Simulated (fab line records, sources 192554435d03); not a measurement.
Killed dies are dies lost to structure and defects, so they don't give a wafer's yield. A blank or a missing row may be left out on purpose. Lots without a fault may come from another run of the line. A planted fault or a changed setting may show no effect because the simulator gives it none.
Split-lot experiment | flow n5_finfet | 7 lots, 39 wafers read, on a route of 1938 steps

THE SPLIT
At N5_ZERO_LAYER_DEVELOP_10 (develop time 60 s), the setting develop_time_s was moved away from the recipe's 60 s on 12 of the 39 wafers read, by +22.7% to +53.7%. The other wafers ran this setting at the recipe's value.

FROM THE SPLIT TO THE READING: what the file shows between them, 1 step
- N5_ZERO_LAYER_HARDBAKE_23: time 120 s

THE READING
cd_nm, in nm, at N5_ZERO_LAYER_CD_MEAS_11 (target cd 2000 nm). Fault-free wafers of this fab line usually give 2000.2 nm, standard deviation 2.7 nm.

wafer  | tool, chamber at the split | develop_time_s as run, s | against the recipe | cd_nm, nm | against lot-mates on the recipe
L075.1 | litho_track-05, 0          | 60                       | recipe             | 2000.9    | -
L075.2 | litho_track-05, 0          | 60                       | recipe             | 2002.5    | -
L075.3 | litho_track-05, 0          | 60                       | recipe             | 2000.4    | -
L075.4 | litho_track-05, 0          | 60                       | recipe             | 2001.0    | -
L075.5 | litho_track-05, 0          | 60                       | recipe             | 2000.0    | -
L075.6 | litho_track-05, 0          | 60                       | recipe             | 2003.9    | -
L078.1 | litho_track-02, 0          | 73.59                    | +22.7%             | 2007.2    | +4.7
L078.2 | litho_track-02, 0          | 60                       | recipe             | 2000.4    | -
L078.3 | litho_track-02, 0          | 60                       | recipe             | 2002.0    | -
L078.4 | litho_track-02, 0          | 73.59                    | +22.7%             | 2002.7    | +0.2
L078.5 | litho_track-02, 0          | 73.59                    | +22.7%             | 2008.2    | +5.7
L078.6 | litho_track-02, 0          | 60                       | recipe             | 2005.1    | -
L079.1 | litho_track-05, 0          | 79.46                    | +32.4%             | 2004.8    | +7.0
L079.2 | litho_track-05, 0          | 79.46                    | +32.4%             | 2003.0    | +5.2
L079.3 | litho_track-05, 0          | 79.46                    | +32.4%             | 2007.5    | +9.7
L079.4 | litho_track-05, 0          | 60                       | recipe             | 1997.4    | -
L079.5 | litho_track-05, 0          | 60                       | recipe             | 1998.0    | -
L079.6 | litho_track-05, 0          | 60                       | recipe             | 1998.0    | -
L082.1 | litho_track-01, 0          | 84.28                    | +40.5%             | 2005.0    | +6.8
L082.2 | litho_track-01, 0          | 60                       | recipe             | 1996.5    | -
L082.3 | litho_track-01, 0          | 60                       | recipe             | 1998.9    | -
L082.4 | litho_track-01, 0          | 84.28                    | +40.5%             | 2004.2    | +6.0
L082.5 | litho_track-01, 0          | 84.28                    | +40.5%             | 2005.0    | +6.8
L082.6 | litho_track-01, 0          | 60                       | recipe             | 1999.3    | -
L083.1 | litho_track-01, 0          | 60                       | recipe             | 1996.2    | -
L083.2 | litho_track-01, 0          | 60                       | recipe             | 1998.8    | -
L083.3 | litho_track-01, 0          | 60                       | recipe             | 1998.3    | -
L083.4 | litho_track-01, 0          | 92.2                     | +53.7%             | 2007.8    | +10.0
L083.5 | litho_track-01, 0          | 92.2                     | +53.7%             | 2005.4    | +7.6
L083.6 | litho_track-01, 0          | 92.2                     | +53.7%             | 2006.6    | +8.8
L091.1 | litho_track-05, 0          | 60                       | recipe             | 2001.9    | -
L091.2 | litho_track-05, 0          | 60                       | recipe             | 1995.5    | -
L091.3 | litho_track-05, 0          | 60                       | recipe             | 1997.5    | -
L091.4 | litho_track-05, 0          | 60                       | recipe             | 1998.6    | -
L091.5 | litho_track-05, 0          | 60                       | recipe             | 2000.7    | -
L091.6 | litho_track-05, 0          | 60                       | recipe             | 1998.1    | -
L095.2 | litho_track-01, 0          | 60                       | recipe             | 1997.3    | -
L095.3 | litho_track-01, 0          | 60                       | recipe             | 1999.4    | -
L095.6 | litho_track-01, 0          | 60                       | recipe             | 1999.0    | -

THE FIT
A straight line over all 39 wafers: cd_nm changes by +0.148 nm for each +1% of develop_time_s; r = +0.76; the points scatter about the line by 2.3 nm.
The same after taking each lot's own level away (the mean of its wafers on the recipe; 39 wafers): +0.172 nm for each +1%; r = +0.89; scatter 1.6 nm.
On that fit, the largest move of develop_time_s shifts the reading by 9.3 nm.
The lots' own levels span 1997.77 to 2002.50 nm, that is 1.8 times the standard deviation above.
So the lot-to-lot level blurs the effect unless lot-mates are compared.
Check: with one of the wafers moved furthest among these (+53.7%) left out of the fit, the line predicts +9.14 nm for it against its lot-mates. It came out at +10 nm against them.

THE FILE'S OWN FIT
cd_nm changes by +0.173 nm for each +1% of develop_time_s, r = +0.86.
